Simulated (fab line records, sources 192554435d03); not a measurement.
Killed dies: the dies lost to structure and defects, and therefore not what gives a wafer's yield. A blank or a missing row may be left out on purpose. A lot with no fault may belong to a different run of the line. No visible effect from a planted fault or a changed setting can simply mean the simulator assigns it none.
Chamber matching | flow n5Finfet | N5_BEOL_M10_STRIP_19 on rieDiel-04: 4 sister chambers
The step strips in O2. 14 wafers are shown with their chamber, then 7 later ones without.

WAFERS, EACH WITH ITS CHAMBER
wafer  | chamber | throttleValvePct (%) | oesProductAu (a.u.) | rfVppV (V)
L082.4 | 3       | 16.45                | 0.84                | 3.0
L082.5 | 0       | 16.66                | 0.75                | 4.1
L082.6 | 1       | 16.23                | 0.87                | 3.1
L081.2 | 0       | 16.66                | 0.75                | 4.3
L081.4 | 2       | 16.85                | 0.70                | 3.2
L081.5 | 3       | 16.46                | 0.84                | 3.3
L088.1 | 2       | 16.89                | 0.70                | 3.7
L088.4 | 0       | 16.67                | 0.73                | 4.3
L088.5 | 1       | 16.28                | 0.85                | 3.7
L090.3 | 3       | 16.48                | 0.84                | 3.6
L090.4 | 2       | 16.90                | 0.70                | 2.7
L090.6 | 2       | 16.91                | 0.71                | 5.2
L091.2 | 0       | 16.70                | 0.72                | 3.8
L091.3 | 2       | 16.89                | 0.70                | 2.7

SIGNATURES, as means of the wafers listed above
reading          | chamber 0 | chamber 1 | chamber 2 | chamber 3 | scatter within a chamber
throttleValvePct | 16.6725   | 16.2550   | 16.8880   | 16.4633   | 0.0221
oesProductAu     | 0.7375    | 0.8600    | 0.7020    | 0.8400    | 0.00977
rfVppV           | 4.125     | 3.400     | 3.500     | 3.300     | 0.695
Rule: distance of a wafer from a chamber = root of the sum over the readings of ((wafer's reading minus chamber's mean) / reading's scatter) squared. If the next closest chamber is less than 2 further off than the closest, the wafer can't be placed; otherwise it belongs to the closest. How the scatter is found: for the shown wafers, subtract from each reading the mean of its chamber, square and add these, divide the total by (wafers less chambers), then take the root.

WAFERS MISSING THEIR CHAMBER
wafer  | throttleValvePct (%) | oesProductAu (a.u.) | rfVppV (V)
L091.6 | 16.92                | 0.70                | 3.1
L089.3 | 16.50                | 0.83                | 4.2
L089.5 | 16.51                | 0.84                | 3.8
L089.6 | 16.68                | 0.73                | 3.4
L097.1 | 16.71                | 0.72                | 4.2
L097.4 | 16.51                | 0.81                | 4.2
L097.5 | 16.93                | 0.69                | 4.1

THE CHAMBER EACH PASSED THROUGH
wafer  | from the rows above | in truth
L091.6 | 2                   | 2
L089.3 | 3                   | 3
L089.5 | 3                   | 3
L089.6 | 0                   | 0
L097.1 | 0                   | 0
L097.4 | 3                   | 3
L097.5 | 2                   | 2
Correctly placed: 7 of 7. Not placeable from these rows: 0. 0 placed wrongly.
